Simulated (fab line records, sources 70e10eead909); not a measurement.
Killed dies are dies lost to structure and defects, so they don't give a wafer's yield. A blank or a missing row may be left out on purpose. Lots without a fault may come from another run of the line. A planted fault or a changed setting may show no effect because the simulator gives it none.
fab line records | flow nand_harc
record lots=7 wafers=21 last_day=24
route steps=1159 shown A_CONTACT@848
lots that met no fault: from a run of the same line without faults
start_h: hours from the record's first day to the start of the lot's first wafer shown | wait_h: hours since the lot's step before | " the same as in the row above | L1.1+2: a row that stands for several wafers | - no value, or no start given | * or withheld: withheld | < > ~ a bound
route shown NAME@n: a module of which the file shows steps, and the number in the route of the first | usual: mean/standard deviation of fault-free wafers | same: alike in all rows | chamber/n: place in a boat | sites: the reading at each site | _std_site: their standard deviation | _edge_site: outer sites' mean less inner sites' | radius_mm: how far each site lies from the wafer's centre | mask NAME#n: copy n | behind: the tool/chamber that last shaped the wafer | hold: why the lot was held/for how many hours/how that ended | device: the transistor (n, p or np) that didn't switch | end of line: the same wafers' tests at the end of the route | a step without rows: its recipe alone | killed: dies lost to structure and defects at the first sort, not the wafer's yield | map: a wafer's dies, x killed, . not, _ none there
set.NAME: the setting as run; set.NAME@STEP: as run at that earlier step | model.NAME: the simulator's own value behind a step, which no gauge read
lots at some steps of the route; a table a step, a row a wafer
services: from which hour (start_h, from the record's first day; less than 0 if before it) a tool's chamber was out of use, for how many hours, and why
## steps
# step NHARC_A_CONTACT_COAT_36
# recipe spin_rpm=1500 resist_thk_nm=90
# step NHARC_A_CONTACT_SOFTBAKE_37
# recipe temp_c=105 time_s=55
# step NHARC_A_CONTACT_EBR_38
# step NHARC_A_CONTACT_EXPOSE_39
# recipe na=1.35 sigma_outer=0.8 dose_mj=58.79 mask_id=A_CC_3
# step NHARC_A_CONTACT_PEB_40
# recipe peb_temp_c=100 peb_time_s=65
# step NHARC_A_CONTACT_DEVELOP_41
# recipe develop_time_s=35 dev_temp_c=23
# step NHARC_A_CONTACT_CD_MEAS_42
# recipe target_cd_nm=200 landing_energy_ev=500
# usual cd_nm=200.2/0.61
# columns lot.wafer tool chamber start_h wait_h cd_nm
L378.1 cd_sem-01 0 376.15 - 200.6
L378.2 " 0 " " 199.9
L378.4 " 0 " " 199.8
L382.1 cd_sem-01 0 417.72 - 199.9
L382.2 " 0 " " 199.5
L382.6 " 0 " " 200.2
L383.1 cd_sem-02 0 435.71 - 201.0
L383.4 " 0 " " 199.2
L383.6 " 0 " " 199.0
L390.1 cd_sem-02 0 444.64 - 200.5
L390.4 " 0 " " 199.1
L390.5 " 0 " " 200.2
L391.1 cd_sem-01 0 472.88 - 199.6
L391.4 " 0 " " 200.7
L391.6 " 0 " " 200.8
L392.1 cd_sem-01 0 475.61 - 201.2
L392.2 " 0 " " 200.2
L392.4 " 0 " " 199.8
L393.1 cd_sem-02 0 492.90 - 199.4
L393.3 " 0 " " 199.9
L393.6 " 0 " " 200.8
# step NHARC_A_CONTACT_OVL_MEAS_43
# usual overlay_x_nm=-0.1/0.9 overlay_y_nm=0.1/0.9
# columns lot.wafer tool chamber start_h wait_h overlay_x_nm overlay_y_nm
L378.1 overlay-02 - 376.24 - -1.1 1.1
L378.2 " - " " -1.2 0.5
L378.4 " - " " -1.3 0.8
L382.1 overlay-01 - 417.81 - -0.8 -1.1
L382.2 " - " " 0.2 -0.4
L382.6 " - " " -0.6 -0.2
L383.1 overlay-01 - 435.80 - -1.1 0.7
L383.4 " - " " -0.8 1.0
L383.6 " - " " -1.2 0.6
L390.1 overlay-02 - 444.74 - -0.5 0.2
L390.4 " - " " 0.2 0.6
L390.5 " - " " -0.4 0.7
L391.1 overlay-02 - 472.98 - -0.1 0.0
L391.4 " - " " -0.2 0.4
L391.6 " - " " -0.5 -0.1
L392.1 overlay-01 - 475.70 - 1.9 0.6
L392.2 " - " " 0.9 1.4
L392.4 " - " " 1.7 1.6
L393.1 overlay-01 - 492.99 - -0.6 -0.8
L393.3 " - " " -0.8 -0.6
L393.6 " - " " -0.9 -0.9
# step NHARC_A_CONTACT_INSPECT_44
# usual raw_defect_count=29/14
# columns lot.wafer tool chamber start_h wait_h raw_defect_count
L378.1 defect_inspect-02 - 376.28 0.0 11
L378.2 " - " " 12
L378.4 " - " " 10
L382.1 defect_inspect-01 - 417.84 0.0 19
L382.2 " - " " 29
L382.6 " - " " 24
L383.1 defect_inspect-01 - 435.84 0.0 41
L383.4 " - " " 38
L383.6 " - " " 37
L390.1 defect_inspect-01 - 444.78 0.0 51
L390.4 " - " " 56
L390.5 " - " " 53
L391.1 defect_inspect-02 - 473.01 0.0 13
L391.4 " - " " 11
L391.6 " - " " 6
L392.1 defect_inspect-02 - 475.74 0.0 34
L392.2 " - " " 18
L392.4 " - " " 30
L393.1 defect_inspect-01 - 493.03 0.0 42
L393.3 " - " " 45
L393.6 " - " " 56
# step NHARC_A_CONTACT_DESCUM_47
# recipe time_s=3 o2_flow_sccm=200 ar_flow_sccm=0 bias_power_w=0 chemistry=O2
# usual drypump_motor_current_A=5.8/0.45 oes_product_au=0.998/0.011 rf_vpp_V=57.6/0.95 showerhead_plenum_p_Torr=1.88/0.091 throttle_valve_pct=11.313/0.0084
# columns lot.wafer tool chamber start_h wait_h drypump_motor_current_A oes_product_au rf_hours_counter_h rf_vpp_V showerhead_plenum_p_Torr throttle_valve_pct
L378.2 rie_diel-03 3 376.34 0.1 6.5 0.999 26 57.9 1.82 11.325
L378.4 " 0 " " 5.9 1.001 27 59.1 1.86 11.324
L378.1 " 1 " " 5.3 0.989 25 58.3 2.04 11.306
L382.2 rie_diel-03 3 417.91 0.1 6.5 1.000 2 58.7 1.82 11.321
L382.1 " 1 " " 5.4 0.996 2 58.0 2.04 11.292
L382.6 " 2 " " 5.8 1.003 - 58.8 1.92 11.304
L383.4 rie_diel-13 1 435.92 0.1 6.0 0.988 61 58.7 1.85 11.309
L383.1 " 2 " " 5.0 0.973 61 56.7 1.86 11.314
L383.6 " 3 " " 6.1 1.004 - 59.5 2.04 11.301
L390.1 rie_diel-03 1 444.85 0.1 5.4 1.001 7 56.8 2.04 11.318
L390.4 " 1 " " 5.4 0.993 - 58.8 2.04 11.321
L390.5 " 2 " " 5.8 0.995 - 57.4 1.92 11.330
L391.1 rie_diel-03 3 473.09 0.1 6.5 0.994 14 56.8 1.81 11.321
L391.4 " 0 " " 5.9 0.981 9 56.5 1.85 11.301
L391.6 " 1 " " 5.4 1.000 - 57.9 2.04 11.314
L392.1 rie_diel-03 2 475.81 0.1 5.8 1.000 15 58.5 1.92 11.306
L392.4 " 3 " " 6.5 0.999 15 56.7 1.81 11.297
L392.2 " 0 " " 5.8 0.999 10 56.2 1.85 11.306
L393.1 rie_diel-13 3 493.10 0.1 6.1 0.975 12 57.2 2.03 11.328
L393.3 " 1 " " 6.0 0.994 10 57.7 1.84 11.308
L393.6 " 2 " " 5.0 0.992 - 58.0 1.85 11.310
# step NHARC_A_CONTACT_ETCH_48
# recipe target_depth_a=390 over_etch_frac=0.3 time_s=65 ion_energy_ev=80 cf4_flow_sccm=150 ar_flow_sccm=0 rf_w=300 bias_w=100 chemistry=CF4
# usual drypump_motor_current_A=5.8/0.44 oes_product_au=0.998/0.012 rf_vpp_V=151.0/1.3 run_length_s=86.0/0.32 showerhead_plenum_p_Torr=1.74/0.08 throttle_valve_pct=13.283/0.0091
# columns lot.wafer tool chamber start_h wait_h drypump_motor_current_A oes_product_au rf_hours_counter_h rf_vpp_V run_length_s showerhead_plenum_p_Torr throttle_valve_pct
L378.1 rie_diel-03 0 376.55 0.2 5.8 0.998 27 151.5 85.6 1.72 13.297
L378.2 " 2 " " 5.8 0.998 26 150.0 85.7 1.78 13.284
L378.4 " 3 " " 6.5 1.003 26 149.6 86.4 1.69 13.282
L382.2 rie_diel-03 0 418.06 0.1 5.8 1.001 2 150.8 85.5 1.72 13.276
L382.1 " 1 " " 5.4 1.005 2 152.7 85.7 1.88 13.281
L382.6 " 1 " " 5.4 0.999 - 152.8 86.2 1.88 13.302
L383.1 rie_diel-13 2 435.98 0.1 5.0 0.973 61 150.4 86.3 1.72 13.267
L383.4 " 0 " " 6.2 1.000 51 150.8 85.8 1.67 13.286
L383.6 " 2 " " 5.0 0.991 - 151.4 86.4 1.72 13.267
L390.1 rie_diel-03 2 445.19 0.3 5.8 0.995 8 152.2 85.4 1.77 13.282
L390.4 " 3 " " 6.5 0.999 - 150.9 86.0 1.68 13.279
L390.5 " 1 " " 5.4 0.999 - 153.2 85.7 1.88 13.278
L391.4 rie_diel-03 0 473.16 0.1 5.8 0.994 9 150.6 85.5 1.72 13.284
L391.1 " 3 " " 6.5 1.014 14 150.8 86.2 1.68 13.290
L391.6 " 0 " " 5.8 0.992 - 151.3 85.7 1.72 13.277
L392.4 rie_diel-03 0 475.88 0.1 5.8 1.008 10 150.4 86.0 1.72 13.277
L392.2 " 2 " " 5.9 1.000 15 151.7 86.0 1.77 13.288
L392.1 " 3 " " 6.5 1.000 15 150.2 86.2 1.68 13.280
L393.3 rie_diel-13 0 493.17 0.1 6.2 0.979 13 148.6 85.8 1.66 13.266
L393.1 " 1 " " 6.0 0.997 10 150.9 86.4 1.71 13.288
L393.6 " 1 " " 6.0 0.995 - 150.6 86.6 1.71 13.270
# step NHARC_A_CONTACT_ETCH_49
# recipe target_depth_a=2600 over_etch_frac=0.3 time_s=475.3 ion_energy_ev=200 n2_flow_sccm=150 h2_flow_sccm=150 ar_flow_sccm=0 rf_w=400 bias_w=150 chemistry=N2/H2
# usual drypump_motor_current_A=5.8/0.45 oes_product_au=0.998/0.011 rf_vpp_V=429.5/2.7 run_length_s=496.3/0.36 showerhead_plenum_p_Torr=2.00/0.099 throttle_valve_pct=14.170/0.0088
# columns lot.wafer tool chamber start_h wait_h drypump_motor_current_A oes_product_au rf_hours_counter_h rf_vpp_V run_length_s showerhead_plenum_p_Torr throttle_valve_pct
L378.2 rie_diel-03 2 - - 5.8 1.013 26 430.9 496.2 2.05 14.176
L378.4 " 0 " " 5.8 1.009 27 428.7 495.8 1.98 14.174
L378.1 " 1 " " 5.4 1.001 25 434.6 496.0 2.18 14.162
L382.2 rie_diel-03 0 - - 5.8 1.010 2 428.2 495.9 1.98 14.176
L382.1 " 1 " " 5.3 1.000 2 435.2 496.0 2.18 14.165
L382.6 " 3 " " 6.5 1.008 - 427.5 496.6 1.93 14.175
L383.1 rie_diel-13 3 - - 6.1 0.999 58 434.2 496.3 2.18 14.181
L383.4 " 2 " " 5.0 0.979 61 429.0 496.5 1.98 14.168
L383.6 " 0 " " 6.2 1.012 - 427.1 496.1 1.91 14.182
L390.1 rie_diel-03 3 - - 6.5 1.005 8 427.5 496.8 1.93 14.161
L390.4 " 2 " " 5.8 0.994 - 431.1 495.7 2.05 14.166
L390.5 " 1 " " 5.4 1.003 - 433.9 496.2 2.18 14.154
L391.4 rie_diel-03 3 - - 6.5 1.009 14 427.7 496.9 1.93 14.152
L391.1 " 1 " " 5.4 1.004 14 435.6 496.1 2.18 14.182
L391.6 " 3 " " 6.5 1.003 - 428.0 496.3 1.93 14.189
L392.4 rie_diel-03 2 - - 5.8 0.993 15 429.5 495.9 2.04 14.179
L392.1 " 0 " " 5.8 0.998 10 429.3 495.8 1.97 14.168
L392.2 " 1 " " 5.4 1.002 15 434.8 495.9 2.18 14.169
L393.3 rie_diel-13 3 - - 6.1 0.970 12 434.0 496.2 2.17 14.173
L393.1 " 1 " " 6.0 0.997 11 428.3 496.6 1.96 14.158
L393.6 " 3 " " 6.1 0.977 - 434.8 496.3 2.17 14.172
# step NHARC_A_CONTACT_ETCH_50
# recipe target_depth_a=847 time_s=42.4 cf4_flow_sccm=100 chf3_flow_sccm=30 ar_flow_sccm=0 rf_w=500 bias_w=200 chemistry=CF4/CHF3
# usual drypump_motor_current_A=5.8/0.45 oes_product_au=0.951/0.021 rf_vpp_V=369.7/2.6 run_length_s=63.4/0.39 showerhead_plenum_p_Torr=1.55/0.072 throttle_valve_pct=16.803/0.0086
# columns lot.wafer tool chamber start_h wait_h drypump_motor_current_A oes_product_au rf_hours_counter_h rf_vpp_V run_length_s showerhead_plenum_p_Torr throttle_valve_pct
L378.1 rie_diel-03 1 377.01 - 5.4 0.940 25 373.6 63.1 1.68 16.796
L378.4 " 2 " " 5.8 0.951 27 370.4 63.0 1.58 16.801
L378.2 " 3 " " 6.5 0.953 26 368.5 63.6 1.50 16.795
L382.1 rie_diel-03 1 418.50 - 5.4 0.962 2 373.6 63.5 1.67 16.793
L382.2 " 2 " " 5.8 0.955 2 370.7 62.9 1.58 16.801
L382.6 " 2 " " 5.8 0.954 - 372.3 62.7 1.58 16.825
L383.1 rie_diel-13 0 436.42 - 6.2 0.945 51 367.3 63.0 1.48 16.801
L383.4 " 1 " " 6.0 0.919 61 369.3 63.8 1.52 16.806
L383.6 " 1 " " 6.0 0.917 - 370.0 64.1 1.52 16.802
L390.1 rie_diel-03 1 446.20 - 5.4 0.948 9 374.6 63.5 1.67 16.812
L390.4 " 2 " " 5.8 0.946 - 368.6 62.9 1.58 16.780
L390.5 " 3 " " 6.5 0.949 - 368.3 57.7 1.50 16.808
L391.1 rie_diel-03 1 473.61 - 5.4 0.966 14 374.4 63.1 1.67 16.803
L391.4 " 2 " " 5.8 0.964 14 371.3 62.8 1.58 16.797
L391.6 " 3 " " 6.5 0.984 - 369.0 57.6 1.50 16.800
L392.1 rie_diel-03 2 476.33 - 5.8 0.943 15 369.4 63.2 1.58 16.806
L392.2 " 3 " " 6.5 0.939 15 369.1 57.2 1.50 16.808
L392.4 " 0 " " 5.8 0.942 11 370.4 63.8 1.53 16.817
L393.1 rie_diel-13 3 493.61 - 6.1 0.939 13 373.4 63.6 1.67 16.801
L393.3 " 1 " " 6.0 0.967 11 368.8 63.5 1.52 16.808
L393.6 " 0 " " 6.2 0.972 - 368.2 63.4 1.48 16.804
# step NHARC_A_CONTACT_ETCH_51
# recipe target_depth_a=36000 over_etch_frac=0.3 time_s=936 ion_energy_ev=150 o2_flow_sccm=400 cos_flow_sccm=20 ar_flow_sccm=0 rf_w=500 bias_w=300 chemistry=O2/COS
# usual drypump_motor_current_A=5.8/0.44 oes_product_au=0.999/0.011 rf_vpp_V=313.5/2.1 run_length_s=957.1/0.36 showerhead_plenum_p_Torr=3.07/0.14 throttle_valve_pct=28.330/0.0095
# columns lot.wafer tool chamber start_h wait_h drypump_motor_current_A oes_product_au rf_hours_counter_h rf_vpp_V run_length_s showerhead_plenum_p_Torr throttle_valve_pct
L378.1 rie_diel-03 1 - - 5.4 0.993 26 316.3 956.8 3.32 28.338
L378.4 " 3 " " 6.5 1.006 26 312.1 957.0 2.98 28.314
L378.2 " 0 " " 5.9 0.996 27 314.3 957.0 3.04 28.322
L382.1 rie_diel-03 3 - - 6.5 0.999 2 311.1 957.5 2.97 28.327
L382.2 " 0 " " 5.9 1.010 2 313.3 956.9 3.03 28.312
L382.6 " 3 " " 6.5 1.010 - 313.2 957.3 2.97 28.329
L383.4 rie_diel-13 2 - - 5.0 0.965 61 311.8 957.1 3.04 28.321
L383.1 " 0 " " 6.2 1.009 51 311.8 957.1 2.94 28.328
L383.6 " 1 " " 6.0 0.988 - 313.7 957.3 3.02 28.331
L390.1 rie_diel-03 2 - - 5.8 0.998 9 314.3 956.5 3.13 28.353
L390.5 " 1 " " 5.4 0.996 - 316.3 957.4 3.32 28.330
L390.4 " 2 " " 5.8 0.997 - 314.3 956.4 3.13 28.321
L391.1 rie_diel-03 0 - - 5.9 1.003 10 313.2 956.8 3.03 28.328
L391.4 " 1 " " 5.4 1.000 14 315.5 956.7 3.31 28.342
L391.6 " 3 " " 6.5 0.999 - 311.4 957.2 2.97 28.329
L392.1 rie_diel-03 1 - - 5.4 1.002 15 316.6 956.8 3.31 28.326
L392.4 " 2 " " 5.8 1.004 15 314.0 956.8 3.13 28.350
L392.2 " 0 " " 5.9 0.998 11 312.9 956.5 3.03 28.315
L393.3 rie_diel-13 3 - - 6.2 0.973 13 316.4 957.4 3.30 28.330
L393.1 " 0 " " 6.2 0.992 14 311.6 956.8 2.93 28.326
L393.6 " 2 " " 5.0 0.994 - 312.5 957.4 3.03 28.331
## services
# columns tool chamber start_h hours kind
rie_diel-03 0 371.31 - clean
rie_diel-03 1 371.31 - clean
rie_diel-03 2 371.31 - clean
rie_diel-03 3 371.31 - clean
rie_diel-03 - 392.31 9.0 pm
rie_diel-03 0 392.31 9.0 vent_cycle
rie_diel-03 1 392.31 9.0 vent_cycle
rie_diel-03 2 392.31 9.0 vent_cycle
rie_diel-03 3 392.31 9.0 vent_cycle
rie_diel-03 0 401.31 - clean
rie_diel-03 1 401.31 - clean
rie_diel-03 2 401.31 - clean
rie_diel-03 2 401.31 - consumable_replace:focus_ring
rie_diel-03 3 401.31 - clean
rie_diel-03 0 425.81 - clean
rie_diel-03 1 425.81 - clean
rie_diel-03 2 425.81 - clean
rie_diel-03 3 425.81 - clean
rie_diel-03 0 443.50 13.9 repair
rie_diel-03 1 450.51 - clean
rie_diel-03 2 450.51 - clean
rie_diel-13 - 453.05 9.0 pm
rie_diel-03 3 454.87 3.4 repair
rie_diel-13 3 489.67 2.4 repair
## key
first_sign step=NHARC_A_CONTACT_ETCH_50 reading=run_length_s direction=down sigmas=15 usual=* struck=*
effect none on later readings
met_at NHARC_A_CONTACT_ETCH_50
struck_wafers L390.5,L391.6,L392.2
tester_left_out L390,L391,L392
onset_between 377.01 446.20
fault kind=process_parameter_drift tool=rie_diel-03 chamber=3 onset_h=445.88 steps=NHARC_A_CONTACT_ETCH_50 channel=time_s offset=* shape=step end_h=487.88 acts_in=* stated=*
# tester_left_out: of these lots the tester's yield and bins aren't shown, on N5 and GAA mostly nor the transistor test; their killed dies are dies lost to structure and defects alone, not to doping, threshold or leakage, so they don't give the yield
